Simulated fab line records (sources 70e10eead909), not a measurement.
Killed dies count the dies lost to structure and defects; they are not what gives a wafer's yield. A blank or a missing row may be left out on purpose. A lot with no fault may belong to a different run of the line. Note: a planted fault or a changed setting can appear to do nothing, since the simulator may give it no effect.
fab line records	flow nandHarc
[record] lots = 6	wafers = 18	lastDay = 33
route steps=1302 shown A_DECK1_JOINT@530
lots that met no fault: from a run of the same line without faults
startH: the number of hours between the record's first day and the start of the first shown wafer of the lot	waitH: hours elapsed since this lot's preceding step	" the same as in the row above	L1.1+2: one row covering several wafers at once	- no value present, or no start provided	* or withheld: withheld	< > ~ a bound
route shown NAME@n: NAME is a module with steps in the file, n the number in the route of the first one	usual: average and standard deviation across the fault-free wafers	same: alike in all rows	chamber/n: place in a boat	sites: readings site by site	_std_site: standard deviation of those values	_edge_site: inner sites' mean taken away from outer sites' mean	radiusMm: how far each site lies from the wafer's centre	mask NAME#n: copy n	behind: the last tool/chamber to shape the wafer	hold: the reason the lot was held/the length of the hold in hours/how it ended	device: the n, p or np transistor that did not switch	end of line: at the end of the route, the tests of the same wafers	where a step has no rows: the recipe by itself	killed: count of dies lost to structure and defects at first sort (not the wafer's yield)	map: dies across one wafer; x = killed, . = not, _ = none there
set.NAME: the setting as run; set.NAME@STEP: as run at that earlier step	model.NAME: the simulator's own value behind a step, which no gauge read
lots at selected steps of the route; one table per step, one row per wafer
services: the hour from which a tool's chamber was out of use, counted from the record's first day as startH (under 0 if before that day), plus the number of hours and why
[[steps]]
[step NHARC_A_DECK1_JOINT_ETCHBACK_00]
[recipe] targetDepthA = 300	timeS = 17.4	hbrFlowSccm = 150	rfW = 350	icpW = 350	biasW = 60	chemistry = HBr
[usual] drypumpMotorCurrentA = 5.6/0.35	oesProductAu = 1.000/0.012	throttleValvePct = 23.265/0.0087
lot.wafer	tool	chamber	startH	waitH	drypumpMotorCurrentA	oesProductAu	rfHoursCounterH	throttleValvePct
L948.3	rieSi-06	2	265.72	0.1	5.6	1.005	0.0	23.252
L948.2	"	3	"	"	5.7	0.991	0.0	23.258
L948.5	"	1	"	"	5.2	0.982	-	23.267
L957.1	rieSi-06	2	350.53	0.1	5.6	0.990	0.5	23.265
L957.3	"	0	"	"	5.9	1.002	0.5	23.275
L957.6	"	2	"	"	5.6	0.995	-	23.262
L959.3	rieSi-06	1	363.58	0.1	5.2	0.999	0.6	23.266
L959.5	"	1	"	"	5.2	1.001	-	23.264
L959.6	"	2	"	"	5.7	0.984	-	23.266
L967.4	rieSi-04	0	438.75	0.1	5.8	0.995	0.7	23.269
L967.1	"	2	"	"	5.7	1.007	0.6	23.264
L967.5	"	0	"	"	5.8	0.995	-	23.270
L968.2	rieSi-04	2	465.12	0.1	5.8	0.989	0.8	23.273
L968.6	"	1	"	"	5.8	1.011	-	23.262
L968.5	"	2	"	"	5.7	0.982	-	23.256
L969.1	rieSi-06	0	469.67	0.1	5.9	1.011	0.3	23.277
L969.2	"	2	"	"	5.6	0.993	0.3	23.264
L969.4	"	3	"	"	5.7	1.000	0.3	23.264
[step NHARC_A_DECK1_JOINT_PRECLEAN_30]
[recipe] timeS = *	tempC = 50	bathAgeMin = 0	chemistry = SC1
[step NHARC_A_DECK1_JOINT_SRD_31]
[step NHARC_A_DECK1_JOINT_CVD_34]
[recipe] targetThkA = 200	tempC = 700	pressureMtorr = 300	material = SiNx
[step NHARC_A_DECK1_JOINT_DEP_06]
[recipe] targetThkA = 800	tempC = 65	material = SiOx
[step NHARC_A_DECK1_JOINT_CURE_26]
[recipe] tempC = 150	timeS = 32	pressureAtm = 0.395
[step NHARC_A_DECK1_JOINT_ANNEAL_27]
[recipe] tempC = 400	timeS = 3600	idleTempC = 300	rampUpCPerMin = 10	densificationPH2oTorr = 640
[step NHARC_A_DECK1_JOINT_ANNEAL_28]
[recipe] tempC = 500	timeS = 1800	idleTempC = 400	rampUpCPerMin = 10	densificationPH2oTorr = 640
[step NHARC_A_DECK1_JOINT_ANNEAL_29]
[recipe] tempC = 750	timeS = 1800	idleTempC = 500	rampUpCPerMin = 10	rampDownCPerMin = 3
[step NHARC_A_DECK1_JOINT_CMP_02]
[recipe] material = SiOx
[usual] motorCurrentA = 12.4/1.3
lot.wafer	tool	chamber	startH	waitH	motorCurrentA
L948.3	cmp-03	0	287.18	0.4	13.2
L948.2	"	2	"	"	12.2
L948.5	"	0	"	"	13.5
L957.1	cmp-03	0	372.36	0.4	12.7
L957.3	"	1	"	"	13.7
L957.6	"	3	"	"	11.1
L959.3	cmp-04	3	387.49	0.4	13.5
L959.6	"	3	"	"	13.3
L959.5	"	0	"	"	10.1
L967.4	cmp-03	3	465.10	0.4	11.1
L967.1	"	0	"	"	13.4
L967.5	"	1	"	"	15.0
L968.2	cmp-02	0	484.96	0.5	11.0
L968.6	"	1	"	"	13.1
L968.5	"	2	"	"	11.3
L969.2	cmp-02	1	491.62	0.4	13.2
L969.4	"	2	"	"	11.7
L969.1	"	3	"	"	11.7
[step NHARC_A_DECK1_JOINT_SRD_15]
[step NHARC_A_DECK1_JOINT_DEP_16]
[recipe] targetThkA = 450	tempC = 400	pressureTorr = 6.5	rfW = 900	teosFlowSccm = 161.4	flowSccm = 2650	targetThkNm = 45	gas = O2	material = SiO2
[usual] heaterPowerOuterW = 306/72	heaterPowerW = 547/100	mfcPrecursorSccm = 161.4/0.45	throttleValvePct = 16.1/0.51
lot.wafer	tool	chamber	startH	waitH	heaterPowerOuterW	heaterPowerW	mfcPrecursorSccm	throttleValvePct
L948.3	pecvd-04	0	287.55	0.1	223	482	161.2	16.6
L948.2	"	1	"	"	373	631	161.1	15.9
L948.5	"	1	"	"	386	654	161.1	15.5
L957.3	pecvd-04	1	372.75	0.1	328	562	254.1	16.8
L957.1	"	2	"	"	256	455	253.4	17.6
L957.6	"	2	"	"	262	444	253.1	17.4
L959.3	pecvd-04	2	387.94	0.1	331	530	254.9	17.5
L959.6	"	0	"	"	325	602	253.3	17.8
L959.5	"	1	"	"	375	612	253.5	16.5
L967.1	pecvd-04	1	465.50	0.1	359	584	160.7	15.5
L967.4	"	2	"	"	250	461	161.5	16.3
L967.5	"	0	"	"	316	591	160.6	16.7
L968.2	pecvd-01	0	485.27	0.1	432	724	162.1	15.9
L968.5	"	0	"	"	440	729	161.4	15.9
L968.6	"	2	"	"	237	462	161.6	15.6
L969.1	pecvd-04	1	491.98	0.1	314	540	161.0	14.7
L969.2	"	2	"	"	283	479	161.3	16.1
L969.4	"	2	"	"	289	490	161.8	16.2
[step NHARC_A_DECK1_JOINT_THK_MEAS_17]
[recipe] thkMeasGauge = ellipsometry
[usual] thkNm = 44.8/1.1
lot.wafer	tool	chamber	startH	waitH	thkNm
L948.2	filmMetro-02	-	287.83	0.2	44.0
L948.3	"	-	"	"	45.6
L948.5	"	-	"	"	46.0
L957.1	filmMetro-01	-	373.00	0.2	72.0
L957.3	"	-	"	"	70.6
L957.6	"	-	"	"	70.1
L959.3	filmMetro-01	-	388.17	0.2	68.4
L959.5	"	-	"	"	70.9
L959.6	"	-	"	"	69.5
L967.1	filmMetro-01	-	465.72	0.2	44.2
L967.4	"	-	"	"	46.4
L967.5	"	-	"	"	44.3
L968.2	filmMetro-02	-	485.56	0.3	45.8
L968.5	"	-	"	"	45.8
L968.6	"	-	"	"	46.4
L969.1	filmMetro-02	-	492.26	0.3	44.5
L969.2	"	-	"	"	45.5
L969.4	"	-	"	"	45.9
[step NHARC_A_DECK1_JOINT_INSPECT_05]
[usual] rawDefectCount = 321/130
lot.wafer	tool	chamber	startH	waitH	rawDefectCount
L948.2	defectInspect-02	-	287.86	0.0	176
L948.3	"	-	"	"	208
L948.5	"	-	"	"	284
L957.1	defectInspect-01	-	373.04	0.0	171
L957.3	"	-	"	"	273
L957.6	"	-	"	"	214
L959.3	defectInspect-02	-	388.20	0.0	230
L959.5	"	-	"	"	183
L959.6	"	-	"	"	206
L967.1	defectInspect-01	-	465.75	0.0	186
L967.4	"	-	"	"	278
L967.5	"	-	"	"	266
L968.2	defectInspect-01	-	485.59	0.0	339
L968.5	"	-	"	"	319
L968.6	"	-	"	"	230
L969.1	defectInspect-01	-	492.30	0.0	271
L969.2	"	-	"	"	458
L969.4	"	-	"	"	491
[[services]]
tool	chamber	startH	hours	kind
cmp-02	-	243.69	4.0	pm
rieSi-06	-	249.00	9.0	pm
cmp-03	-	260.14	4.0	pm
pecvd-01	2	260.26	167.5	repair
pecvd-04	-	269.01	13.0	pm
cmp-02	-	283.40	17.6	repair
rieSi-04	1	312.28	2.0	repair
cmp-02	-	341.69	4.0	pm
rieSi-04	-	342.00	9.0	pm
cmp-03	-	358.14	4.0	pm
cmp-02	-	363.56	3.4	repair
pecvd-04	-	373.59	0.8	repair
cmp-02	-	390.06	0.6	repair
cmp-03	-	399.69	7.1	repair
rieSi-06	0	411.83	3.5	repair
cmp-03	-	420.04	2.8	repair
rieSi-06	-	426.00	9.0	pm
cmp-02	-	439.69	4.0	pm
pecvd-04	-	450.01	13.0	pm
cmp-03	-	456.14	4.0	pm
pecvd-04	-	463.58	1.4	repair
rieSi-04	3	468.30	10.7	repair
rieSi-04	1	479.55	18.7	repair
cmp-02	-	482.28	1.7	repair
[[key]]
[firstSign] step = NHARC_A_DECK1_JOINT_DEP_16	reading = mfcPrecursorSccm	direction = up	sigmas = 99+	usual = 161.4	struck = 253.7
[effect] step = NHARC_A_DECK1_JOINT_DEP_16	reading = throttleValvePct	direction = up	sigmas = 2.3	usual = 16.1	struck = 17.3
[effect] step = NHARC_A_DECK1_JOINT_THK_MEAS_17	reading = thkNm	direction = up	sigmas = 23	usual = 44.8	struck = 70.3
metAt NHARC_A_DECK1_JOINT_DEP_16
struckWafers L957.1,L957.3,L957.6,L959.3,L959.5,L959.6
testerLeftOut L957,L959
onsetBetween 287.55 372.75
[fault] kind = processParameterDrift	tool = pecvd-04	chamber = -	onsetH = 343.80	steps = NHARC_A_DECK1_JOINT_DEP_16	channel = teosFlowSccm	offset = *	shape = step	endH = 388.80	actsIn = *	stated = *
// testerLeftOut: of these lots the tester's yield and bins aren't shown, on N5 and GAA mostly nor the transistor test; their killed dies are dies lost to structure and defects alone, not to doping, threshold or leakage, so they don't give the yield
